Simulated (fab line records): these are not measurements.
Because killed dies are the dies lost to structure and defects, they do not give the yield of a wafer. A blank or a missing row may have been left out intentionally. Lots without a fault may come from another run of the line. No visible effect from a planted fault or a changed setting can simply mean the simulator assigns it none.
fab line records | flow nand_harc | part 1 of 2: steps 1 to 4 of 6
[record] lots = 22 wafers = 66 last_day = 32
route steps=1302 shown A_STAIRCASE@700
lots untouched by any fault: they come from a run of this same line in which no faults occurred
start_h: the number of hours between the record's first day and the start of the first shown wafer of the lot | wait_h: hours since the lot's step before | " repeats the value in the row above | L1.1+2: a row that stands for several wafers | - no value present, or no start provided | * or withheld: withheld | < > ~ a bound
route shown NAME@n: a module of which the file shows steps, and the number in the route of the first | usual: mean/standard deviation of fault-free wafers | same: alike in all rows | chamber/n: place in a boat | sites: the reading at each site | _std_site: how widely they spread, as a standard deviation | _edge_site: the outer-site mean with the inner-site mean subtracted | radius_mm: how far each site lies from the wafer's centre | mask NAME#n: copy n | behind: tool/chamber where the wafer was last shaped | hold: the reason the lot was held/the length of the hold in hours/how it ended | device: names the non-switching transistor (n, p or np) | end of line: tests run on the same wafers once the route is complete | where a step has no rows: the recipe by itself | killed: dies that structure and defects cost at the first sort, which is not the same as the wafer's yield | map: the dies of a wafer, with x for killed, . for not killed, _ for no die there
set.NAME: the run value of the setting; set.NAME@STEP: its run value at that earlier step | model.NAME: the simulator's own value behind a step, which no gauge read
a sample of lots followed through the steps of the route, with each step as a table and each wafer as a row
services: when a tool's chamber went out of use (start_h, in hours from the record's first day, below 0 if earlier), for how many hours, and the reason
[[steps]]
[step NHARC_A_STAIRCASE_DESCUM_186]
[recipe] time_s = 3 o2_flow_sccm = 200 ar_flow_sccm = 0 bias_power_w = 0 chemistry = O2
[usual] chamber_pressure_mTorr = 60.00/0.057 drypump_motor_current_A = 5.6/0.38 oes_product_au = 1.000/0.016 rf_vpp_V = 57.9/0.88 showerhead_plenum_p_Torr = 1.92/0.096 throttle_valve_pct = 11.311/0.0078
// columns lot.wafer tool chamber start_h wait_h chamber_pressure_mTorr drypump_motor_current_A oes_product_au rf_hours_counter_h rf_vpp_V showerhead_plenum_p_Torr throttle_valve_pct
L074.1 rie_diel-13 2 363.77 - 60.10 5.5 0.986 3 57.6 2.04 11.307
L074.2 " 0 " " 59.98 6.3 1.011 4 57.3 1.79 11.318
L074.5 " 3 " " 59.97 5.2 1.031 - 58.8 2.00 11.318
L075.4 rie_diel-13 2 363.97 - 60.09 5.5 0.988 3 58.3 2.04 11.316
L075.3 " 0 " " 60.08 6.3 1.004 4 58.0 1.79 11.319
L075.1 " 1 " " 60.06 6.1 1.013 4 59.3 2.04 11.301
L076.2 rie_diel-02 2 376.06 - 60.01 5.9 1.037 47 57.2 1.82 11.309
L076.6 " 1 " " 60.06 5.3 1.023 - 58.4 1.96 11.317
L076.5 " 2 " " 59.89 5.9 1.034 - 57.1 1.82 11.298
L078.4 rie_diel-01 3 390.75 - 59.96 5.1 0.977 0 56.3 1.97 11.299
L078.3 " 0 " " 60.01 6.2 1.000 0 57.7 1.83 11.314
L078.6 " 3 " " 59.92 5.1 0.979 - 58.2 1.97 11.310
L077.1 rie_diel-01 0 394.53 - 59.97 6.2 1.004 2 59.4 1.83 11.318
L077.2 " 1 " " 59.90 5.6 0.987 2 57.0 1.94 11.311
L077.4 " 3 " " 59.95 5.1 0.975 4 59.5 1.97 11.301
L080.1 rie_diel-13 0 409.44 - 60.02 6.3 1.009 19 56.2 1.79 11.322
L080.6 " 0 " " 59.87 6.3 1.007 - 57.6 1.79 11.299
L080.4 " 1 " " 59.92 6.1 1.003 - 59.1 2.03 11.294
L081.1 rie_diel-13 1 419.56 - 59.99 6.1 0.999 24 56.2 2.03 11.308
L081.4 " 2 " " 60.04 5.4 0.980 25 58.7 2.03 11.314
L081.6 " 2 " " 60.12 5.5 0.981 - 57.1 2.03 11.322
L082.1 rie_diel-01 2 451.52 - 59.91 5.7 0.993 24 57.1 1.85 11.298
L082.2 " 3 " " 60.03 5.1 0.966 23 56.6 1.96 11.318
L082.4 " 1 " " 60.01 5.6 0.985 17 57.1 1.93 11.322
L083.2 rie_diel-02 3 457.48 - 60.05 5.3 1.007 13 57.3 2.04 11.301
L083.4 " 1 " " 59.98 5.3 1.004 17 56.7 1.96 11.305
L083.5 " 0 " " 59.98 5.6 0.995 - 57.2 1.80 11.316
L086.2 rie_diel-13 1 457.64 - 60.07 6.1 0.996 35 56.7 2.03 11.303
L086.1 " 3 " " 59.94 5.2 1.031 25 58.3 1.99 11.303
L086.4 " 0 " " 60.02 6.3 1.004 36 57.2 1.78 11.312
L084.4 rie_diel-02 3 460.00 - 60.04 5.3 0.991 14 58.1 2.04 11.324
L084.2 " 1 " " 59.98 5.4 1.007 18 58.5 1.96 11.298
L084.3 " 2 " " 59.93 6.0 1.004 15 58.1 1.81 11.312
L085.1 rie_diel-02 1 469.25 - 60.05 5.4 1.010 21 59.2 1.95 11.311
L085.5 " 3 " " 60.09 5.2 0.989 - 59.1 2.03 11.307
L085.6 " 0 " " 60.07 5.6 1.003 - 56.6 1.80 11.304
L087.2 rie_diel-02 1 492.05 - 60.00 5.4 1.030 27 59.0 1.95 11.307
L087.4 " 2 " " 59.97 6.0 1.003 27 58.0 1.81 11.315
L087.6 " 1 " " 60.00 5.3 1.028 - 57.4 1.95 11.317
L088.4 rie_diel-01 2 502.54 - 59.96 5.7 0.996 45 58.3 1.84 11.316
L088.1 " 3 " " 60.00 5.1 0.961 44 57.0 1.95 11.313
L088.3 " 0 " " 59.91 6.1 1.003 39 58.4 1.82 11.318
L089.3 rie_diel-13 1 503.52 - 59.98 6.2 1.010 47 57.4 2.02 11.308
L089.4 " 2 " " 60.03 5.5 1.008 - 57.7 2.02 11.307
L089.5 " 3 " " 59.97 5.2 1.045 - 57.4 1.99 11.311
L091.3 rie_diel-01 1 511.34 - 60.03 5.7 0.975 37 57.5 1.93 11.316
L091.5 " 1 " " 60.01 5.6 0.986 - 57.8 1.93 11.317
L091.6 " 2 " " 60.05 5.7 0.985 - 57.8 1.84 11.323
L090.4 rie_diel-02 1 515.50 - 59.93 5.4 1.017 34 58.2 1.95 11.322
L090.1 " 2 " " 59.98 5.9 1.005 34 56.2 1.81 11.318
L090.6 " 0 " " 59.97 5.6 0.979 - 57.1 1.79 11.323
L093.3 rie_diel-02 3 542.85 - 59.95 5.3 0.991 47 58.7 2.02 11.314
L093.2 " 1 " " 60.12 5.4 1.015 49 58.5 1.95 11.301
L093.6 " 3 " " 60.04 5.3 0.981 - 57.5 2.02 11.309
L092.1 rie_diel-13 1 544.30 - 59.97 6.1 1.006 7 58.3 2.02 11.313
L092.6 " 1 " " 59.95 6.1 1.009 - 58.9 2.02 11.313
L092.5 " 2 " " 60.01 5.5 1.004 - 59.8 2.02 11.315
L094.2 rie_diel-02 2 555.53 - 59.96 6.0 0.989 53 57.5 1.80 11.321
L094.6 " 3 " " 60.00 5.3 0.990 - 58.8 2.02 11.298
L094.5 " 0 " " 60.09 5.6 0.985 - 58.3 1.79 11.318
L095.2 rie_diel-01 0 572.70 - 60.02 6.2 0.995 3 57.1 1.82 11.325
L095.3 " 1 " " 59.93 5.7 1.006 2 59.0 1.92 11.297
L095.6 " 3 " " 59.93 5.1 0.976 - 58.9 1.94 11.310
L096.1 rie_diel-13 0 573.34 - 59.96 6.3 0.999 16 56.8 1.77 11.314
L096.3 " 1 " " 60.04 6.1 0.999 17 58.0 2.02 11.291
L096.6 " 3 " " 60.01 5.2 1.017 - 58.5 1.98 11.311
[step NHARC_A_STAIRCASE_ETCH_194]
[recipe] target_depth_a = 1000 time_s = 40.5 ion_energy_ev = 400 c4f8_flow_sccm = 20 o2_flow_sccm = 10 ar_flow_sccm = withheld rf_w = 600 bias_w = 1000 chemistry = C4F8/O2
[usual] chamber_pressure_mTorr = 25.001/0.023 oes_product_au = 0.943/0.015 rf_vpp_V = 896/5.9
// columns lot.wafer tool chamber start_h wait_h chamber_pressure_mTorr oes_product_au rf_hours_counter_h rf_vpp_V
L074.1 rie_diel-13 0 - - 25.005 0.964 4 888
L074.2 " 2 " " 25.015 0.918 3 903
L074.5 " 3 " " 25.024 0.959 - 901
L075.1 rie_diel-13 3 - - 25.009 0.986 4 901
L075.3 " 0 " " 24.989 0.954 5 889
L075.4 " 1 " " 25.010 0.953 5 903
L076.2 rie_diel-02 2 - - 25.003 0.973 48 892
L076.5 " 0 " " 24.947 0.960 - 888
L076.6 " 1 " " 25.017 0.961 - 899
L078.4 rie_diel-01 2 - - 25.009 0.919 4 891
L078.3 " 0 " " 24.989 0.935 2 893
L078.6 " 3 " " 25.026 0.911 - 900
L077.2 rie_diel-01 2 - - 25.029 0.934 6 892
L077.4 " 3 " " 24.979 0.911 6 899
L077.1 " 1 " " 24.993 0.934 4 898
L080.1 rie_diel-13 1 - - 24.996 0.948 19 905
L080.6 " 2 " " 25.009 0.931 - 903
L080.4 " 0 " " 24.994 0.944 - 887
L081.4 rie_diel-13 0 - - 24.984 0.963 26 888
L081.1 " 1 " " 24.996 0.959 25 905
L081.6 " 2 " " 25.017 0.935 - 903
L082.2 rie_diel-01 0 - - 25.015 0.944 23 891
L082.1 " 1 " " 25.007 0.939 18 897
L082.4 " 2 " " 24.959 0.938 25 892
L083.4 rie_diel-02 0 - - 24.998 0.937 17 889
L083.2 " 1 " " 24.977 0.949 18 900
L083.5 " 0 " " 24.970 0.934 - 889
L086.4 rie_diel-13 1 - - 24.977 0.959 35 904
L086.2 " 2 " " 25.043 0.939 38 903
L086.1 " 3 " " 24.980 0.973 26 902
L084.2 rie_diel-02 1 - - 24.997 0.943 19 898
L084.3 " 2 " " 25.024 0.937 15 890
L084.4 " 3 " " 24.991 0.932 14 904
L085.1 rie_diel-02 3 - - 25.026 0.927 17 906
L085.5 " 0 " " 25.020 0.945 - 890
L085.6 " 1 " " 25.000 0.955 - 897
L087.2 rie_diel-02 2 - - 25.002 0.945 27 890
L087.4 " 3 " " 25.011 0.934 25 903
L087.6 " 2 " " 25.007 0.946 - 889
L088.1 rie_diel-01 0 - - 25.036 0.944 39 891
L088.4 " 1 " " 25.030 0.939 34 897
L088.3 " 2 " " 25.020 0.940 46 893
L089.3 rie_diel-13 2 - - 25.002 0.941 55 902
L089.4 " 3 " " 25.003 0.987 - 900
L089.5 " 2 " " 25.031 0.946 - 902
L091.3 rie_diel-01 2 - - 25.012 0.943 49 892
L091.5 " 3 " " 24.979 0.917 - 898
L091.6 " 0 " " 25.019 0.942 - 891
L090.4 rie_diel-02 0 - - 24.978 0.926 33 889
L090.1 " 1 " " 25.046 0.951 34 900
L090.6 " 0 " " 25.040 0.934 - 889
L093.3 rie_diel-02 2 - - 24.986 0.946 51 890
L093.2 " 0 " " 24.989 0.940 46 888
L093.6 " 2 " " 25.021 0.936 - 889
L092.1 rie_diel-13 1 - - 24.991 0.960 7 903
L092.6 " 2 " " 25.020 0.949 - 901
L092.5 " 3 " " 24.969 0.957 - 899
L094.2 rie_diel-02 2 - - 24.981 0.928 53 888
L094.5 " 2 " " 24.958 0.939 - 889
L094.6 " 3 " " 25.003 0.942 - 902
L095.2 rie_diel-01 0 - - 24.977 0.939 3 890
L095.3 " 1 " " 24.993 0.930 3 898
L095.6 " 0 " " 24.977 0.922 - 890
L096.1 rie_diel-13 1 - - 25.032 0.941 17 902
L096.3 " 2 " " 24.973 0.928 16 902
L096.6 " 3 " " 25.008 0.950 - 901
[step NHARC_A_STAIRCASE_ETCH_201]
[recipe] target_depth_a = 1000 time_s = 40.5 ion_energy_ev = 400 c4f8_flow_sccm = 20 o2_flow_sccm = 10 ar_flow_sccm = withheld rf_w = 600 bias_w = 1000 chemistry = C4F8/O2
[usual] chamber_pressure_mTorr = 25.001/0.025 oes_product_au = 0.943/0.016 rf_vpp_V = 895/5.2
// columns lot.wafer tool chamber start_h wait_h chamber_pressure_mTorr oes_product_au rf_hours_counter_h rf_vpp_V
L074.1 rie_diel-02 1 - - 25.053 0.944 42 899
L074.2 " 0 " " 25.009 0.940 43 890
L074.5 " 2 " " 24.959 0.979 - 889
L075.3 rie_diel-01 1 - - 24.959 0.954 48 897
L075.4 " 2 " " 24.985 0.924 45 892
L075.1 " 3 " " 25.019 0.945 46 899
L076.2 rie_diel-02 0 - - 25.016 0.948 45 889
L076.5 " 0 " " 25.018 0.944 - 888
L076.6 " 1 " " 25.006 0.957 - 899
L078.3 rie_diel-13 1 - - 24.999 0.971 14 903
L078.6 " 1 " " 25.002 0.957 - 902
L078.4 " 2 " " 25.017 0.942 - 902
L077.4 rie_diel-01 3 - - 24.996 0.931 6 901
L077.2 " 1 " " 25.052 0.941 4 897
L077.1 " 2 " " 24.984 0.951 6 892
L080.4 rie_diel-01 1 - - 25.023 0.927 10 897
L080.1 " 0 " " 25.045 0.939 10 891
L080.6 " 1 " " 25.013 0.936 - 897
L081.1 rie_diel-13 1 - - 25.001 0.946 25 902
L081.4 " 2 " " 24.968 0.939 26 902
L081.6 " 1 " " 25.001 0.945 - 903
L082.4 rie_diel-13 2 - - 25.000 0.917 36 902
L082.2 " 3 " " 25.045 0.981 24 901
L082.1 " 1 " " 24.985 0.934 33 904
L083.2 rie_diel-01 2 - - 25.020 0.943 26 892
L083.4 " 3 " " 25.011 0.940 25 899
L083.5 " 1 " " 25.019 0.925 - 898
L086.4 rie_diel-02 1 - - 24.990 0.959 18 900
L086.2 " 2 " " 24.991 0.947 15 889
L086.1 " 0 " " 25.001 0.926 17 890
L084.4 rie_diel-02 2 - - 25.019 0.930 16 890
L084.3 " 0 " " 25.015 0.920 18 888
L084.2 " 1 " " 24.973 0.942 19 898
L085.1 rie_diel-01 0 - - 24.958 0.952 31 891
L085.6 " 3 " " 25.003 0.925 - 899
L085.5 " 0 " " 25.019 0.951 - 890
L087.2 rie_diel-01 2 - - 25.023 0.946 44 892
L087.4 " 1 " " 25.000 0.923 32 897
L087.6 " 2 " " 25.032 0.935 - 891
L088.3 rie_diel-02 0 - - 24.978 0.943 29 889
L088.4 " 1 " " 24.985 0.975 31 898
L088.1 " 3 " " 24.962 0.941 30 902
L089.3 rie_diel-01 1 - - 25.010 0.930 34 896
L089.4 " 3 " " 25.010 0.926 45 899
L089.5 " 1 " " 24.986 0.928 - 898
L091.3 rie_diel-01 3 - - 24.982 0.907 49 897
L091.5 " 0 " " 24.954 0.951 - 890
L091.6 " 1 " " 24.999 0.937 - 896
L090.1 rie_diel-02 0 - - 24.967 0.951 34 888
L090.4 " 1 " " 24.983 0.964 35 897
L090.6 " 3 " " 25.035 0.938 - 904
L093.3 rie_diel-02 1 - - 25.025 0.975 50 899
L093.2 " 3 " " 24.968 0.931 47 902
L093.6 " 1 " " 25.001 0.966 - 900
L092.1 rie_diel-02 3 - - 24.965 0.930 48 901
L092.6 " 1 " " 25.009 0.945 - 897
L092.5 " 2 " " 24.987 0.951 - 890
L094.2 rie_diel-01 1 - - 24.987 0.944 52 897
L094.5 " 2 " " 24.991 0.942 - 891
L094.6 " 3 " " 25.009 0.935 - 897
L095.3 rie_diel-13 0 - - 24.984 0.957 17 887
L095.2 " 1 " " 24.986 0.947 17 903
L095.6 " 3 " " 25.000 0.970 - 900
L096.3 rie_diel-01 0 - - 24.989 0.944 4 891
L096.1 " 1 " " 25.043 0.951 4 896
L096.6 " 3 " " 25.009 0.933 - 898
[step NHARC_A_STAIRCASE_STRIP_205]
[recipe] power_w = 1500 temp_c = 250 chemistry = O2
[usual] drypump_motor_current_A = 5.9/0.38 heater_power_w = 352/40
// columns lot.wafer tool chamber start_h wait_h drypump_motor_current_A heater_power_w rf_hours_counter_h
L074.2 plasma_asher-02 0 366.22 0.1 6.4 334 21
L074.1 " 1 " " 5.6 384 21
L074.5 " 1 " " 5.6 385 -
L075.1 plasma_asher-01 1 366.38 0.1 6.0 373 2
L075.3 " 1 " " 6.1 361 -
L075.4 " 0 " " 5.4 294 -
L076.2 plasma_asher-01 0 378.27 0.1 5.4 288 6
L076.5 " 1 " " 6.0 363 -
L076.6 " 0 " " 5.4 300 -
L078.4 plasma_asher-02 0 396.71 0.5 6.4 325 -
L078.3 " 1 " " 5.5 395 -
L078.6 " 0 " " 6.4 327 -
L077.2 plasma_asher-01 1 397.99 0.1 6.0 372 9
L077.1 " 0 " " 5.4 297 9
L077.4 " 0 " " 5.4 300 -
L080.1 plasma_asher-01 0 412.25 0.1 5.5 292 12
L080.4 " 0 " " 5.5 285 -
L080.6 " 0 " " 5.5 299 -
L081.1 plasma_asher-02 0 422.12 0.3 6.4 319 34
L081.4 " 1 " " 5.6 393 -
L081.6 " 0 " " 6.4 324 -
L082.2 plasma_asher-02 1 453.81 0.1 5.5 404 2
L082.1 " 0 " " 6.3 328 2
L082.4 " 1 " " 5.5 409 -
L083.2 plasma_asher-01 1 459.71 0.1 6.0 367 22
L083.4 " 1 " " 6.1 361 -
L083.5 " 1 " " 6.1 369 -
L086.1 plasma_asher-02 1 459.82 0.1 5.5 395 5
L086.2 " 0 " " 6.4 320 5
L086.4 " 1 " " 5.5 402 -
L084.2 plasma_asher-02 0 462.69 0.1 6.4 326 5
L084.4 " 1 " " 5.6 405 -
L084.3 " 0 " " 6.4 323 -
L085.1 plasma_asher-02 0 471.91 0.1 6.4 321 8
L085.6 " 1 " " 5.6 393 -
L085.5 " 0 " " 6.4 320 -
L087.2 plasma_asher-02 0 494.27 0.1 6.4 321 13
L087.4 " 0 " " 6.3 325 -
L087.6 " 1 " " 5.6 391 -
L088.1 plasma_asher-02 1 504.72 0.1 5.6 419 15
L088.4 " 1 " " 5.6 411 -
L088.3 " 0 " " 6.3 320 -
L089.3 plasma_asher-02 0 505.95 0.2 6.4 319 -
L089.4 " 1 " " 5.6 393 -
L089.5 " 0 " " 6.4 316 -
L091.3 plasma_asher-02 1 513.80 0.2 5.6 400 -
L091.5 " 1 " " 5.5 409 -
L091.6 " 0 " " 6.3 318 -
L090.1 plasma_asher-01 0 517.78 0.1 5.4 299 32
L090.4 " 1 " " 6.0 371 -
L090.6 " 1 " " 6.0 373 -
L093.2 plasma_asher-02 0 545.10 0.1 6.4 325 26
L093.3 " 1 " " 5.6 411 -
L093.6 " 0 " " 6.4 332 -
L092.1 plasma_asher-02 0 546.53 0.1 6.4 313 26
L092.6 " 1 " " 5.6 403 -
L092.5 " 0 " " 6.3 313 -
L094.2 plasma_asher-01 0 557.68 0.1 5.4 303 5
L094.6 " 0 " " 5.4 311 -
L094.5 " 1 " " 6.0 376 -
L095.2 plasma_asher-01 1 575.15 0.1 6.0 365 8
L095.3 " 1 " " 6.0 373 -
L095.6 " 1 " " 6.0 384 -
L096.1 plasma_asher-02 0 575.76 0.1 6.4 325 33
L096.3 " 0 " " 6.4 321 -
L096.6 " 1 " " 5.6 410 -
